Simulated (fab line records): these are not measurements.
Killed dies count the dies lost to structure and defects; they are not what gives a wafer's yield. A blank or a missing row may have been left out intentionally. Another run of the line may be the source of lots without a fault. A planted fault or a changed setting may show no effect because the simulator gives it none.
Split-lot study -- flow n5-finfet -- 39 wafers read across 7 lots, on a route 1938 steps long

THE SPLIT ITSELF
At N5_SD_EPI_P_ETCHBACK_46 (etches SiNx in CH3F/O2, stops on SiO2, target depth 17.5 nm), the setting target-depth-a was moved away from the recipe's 175 angstrom on 15 of the 39 wafers read, by -55.4% to +34.2%. All remaining wafers had this setting at the recipe value.

There is no step in the file separating the split from the reading.

THE READING
oes-product-au, in a.u., at N5_SD_EPI_P_ETCH_47 (etches SiOCN in CH3F/O2, target depth 25 nm). Typical for fault-free wafers on this fab line: 0.77 a.u., with standard deviation 0.061 a.u.

wafer,"tool, chamber at the split","target-depth-a as run, angstrom",against the recipe,"oes-product-au, a.u.",against lot-mates on the recipe
L078.1,"rie-diel-05, 0,2,3,1,1,2",175,recipe,0.74,-
L078.2,"rie-diel-05, 0,2,3,1,1,2",175,recipe,0.82,-
L078.3,"rie-diel-05, 0,2,3,1,1,2",175,recipe,0.77,-
L078.4,"rie-diel-05, 0,2,3,1,1,2",175,recipe,0.74,-
L078.5,"rie-diel-05, 0,2,3,1,1,2",175,recipe,0.73,-
L078.6,"rie-diel-05, 0,2,3,1,1,2",175,recipe,0.82,-
L082.1,"rie-diel-06, 0,1,3",175,recipe,0.80,-
L082.2,"rie-diel-06, 0,1,3",175,recipe,0.85,-
L082.3,"rie-diel-06, 2,3,0",203.8,+16.5%,0.73,-0.05
L082.4,"rie-diel-06, 2,3,0",203.8,+16.5%,0.70,-0.08
L082.5,"rie-diel-06, 0,1,3",175,recipe,0.70,-
L082.6,"rie-diel-06, 2,3,0",203.8,+16.5%,0.80,+0.02
L083.1,"rie-diel-06, 0,2,0",89.12,-49.1%,0.30,-0.45
L083.2,"rie-diel-06, 3,1,3",175,recipe,0.69,-
L083.3,"rie-diel-06, 3,1,3",175,recipe,0.85,-
L083.4,"rie-diel-06, 0,2,0",89.12,-49.1%,0.28,-0.47
L083.5,"rie-diel-06, 3,1,3",175,recipe,0.70,-
L083.6,"rie-diel-06, 0,2,0",89.12,-49.1%,0.30,-0.45
L084.1,"rie-diel-02, 3,0,3",78,-55.4%,0.32,-0.44
L084.2,"rie-diel-02, 3,0,3",78,-55.4%,0.26,-0.50
L084.3,"rie-diel-02, 2,1,2",175,recipe,0.72,-
L084.4,"rie-diel-02, 2,1,2",175,recipe,0.84,-
L084.5,"rie-diel-02, 2,1,2",175,recipe,0.71,-
L084.6,"rie-diel-02, 3,0,3",78,-55.4%,0.32,-0.44
L087.1,"rie-diel-02, 1,0,0",175,recipe,0.83,-
L087.2,"rie-diel-02, 1,0,0",175,recipe,0.71,-
L087.3,"rie-diel-02, 3,2,3",234.9,+34.2%,0.85,+0.10
L087.4,"rie-diel-02, 3,2,3",234.9,+34.2%,0.72,-0.03
L087.5,"rie-diel-02, 3,2,3",234.9,+34.2%,0.85,+0.10
L087.6,"rie-diel-02, 1,0,0",175,recipe,0.71,-
L094.1,"rie-diel-06, 0,2,1",175,recipe,0.77,-
L094.2,"rie-diel-06, 0,2,1",175,recipe,0.71,-
L094.3,"rie-diel-06, 0,2,1",175,recipe,0.82,-
L097.1,"rie-diel-06, 1,2,0",175,recipe,0.80,-
L097.2,"rie-diel-06, 3,0,3",94.04,-46.3%,0.36,-0.40
L097.3,"rie-diel-06, 3,0,3",94.04,-46.3%,0.29,-0.47
L097.4,"rie-diel-06, 1,2,0",175,recipe,0.70,-
L097.5,"rie-diel-06, 3,0,3",94.04,-46.3%,0.37,-0.39
L097.6,"rie-diel-06, 1,2,0",175,recipe,0.77,-
The file does not say which wafer passed through which chamber wherever a row lists several chambers: such a row stands for several wafers.

THE FIT
A straight line over all 39 wafers: oes-product-au changes by +0.00714 a.u. for each +1% of target-depth-a; r = +0.91; the points scatter about the line by 0.084 a.u.
The same after taking each lot's own level away (the mean of its wafers on the recipe; 39 wafers): +0.007 a.u. for each +1%; r = +0.91; scatter 0.083 a.u.
The reading moves by 0.39 a.u. for the largest change in target-depth-a, on that fit.
Measured against the standard deviation above, the lots' own levels, which go from 0.747 to 0.783 a.u., span 0.6 times it.
The two slopes agree, so the slope changes little with the lot-to-lot level.
Check: -0.435 a.u. against its lot-mates is what the line predicts for one of the wafers moved furthest among these (-55.4%) when that wafer is left out of the fit. It came out at -0.437 a.u. against them.

ADDITIONAL SPLITS CARRIED BY THESE WAFERS
Note: prior to the reading, these wafers also went through further splits. Each is held against what the fit with the lots' levels taken away leaves over:
other split on the same wafers,wafers away from the commonest value,r with oes-product-au (lot level and that fit taken away)
N5_FIN_SAQP_HM_DEP_72 time-s,12,-0.11

THE WHOLE CHAIN: every reading that the file lists as answering this split, in the file's order
step,what it does,reading,change (the file's fit),r (the file's)
N5_SD_EPI_P_ETCH_47,"etches SiOCN in CH3F/O2, target depth 25 nm",oes-product-au,+0.00747 a.u. for each +1% of the setting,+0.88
N5_SD_EPI_P_EPI_21,"deposits SiGe:B, time 355 s","SiGe-B_of_SD_EPI_P_EPI_21.thk-nm (the simulator's own value, which no gauge read)","not straight: 1.2 at the lowest setting, 60.76 at the recipe, 60.67 at the highest",not given

THE FILE'S OWN FIT
oes-product-au changes by +0.00747 a.u. for each +1% of target-depth-a, r = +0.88.
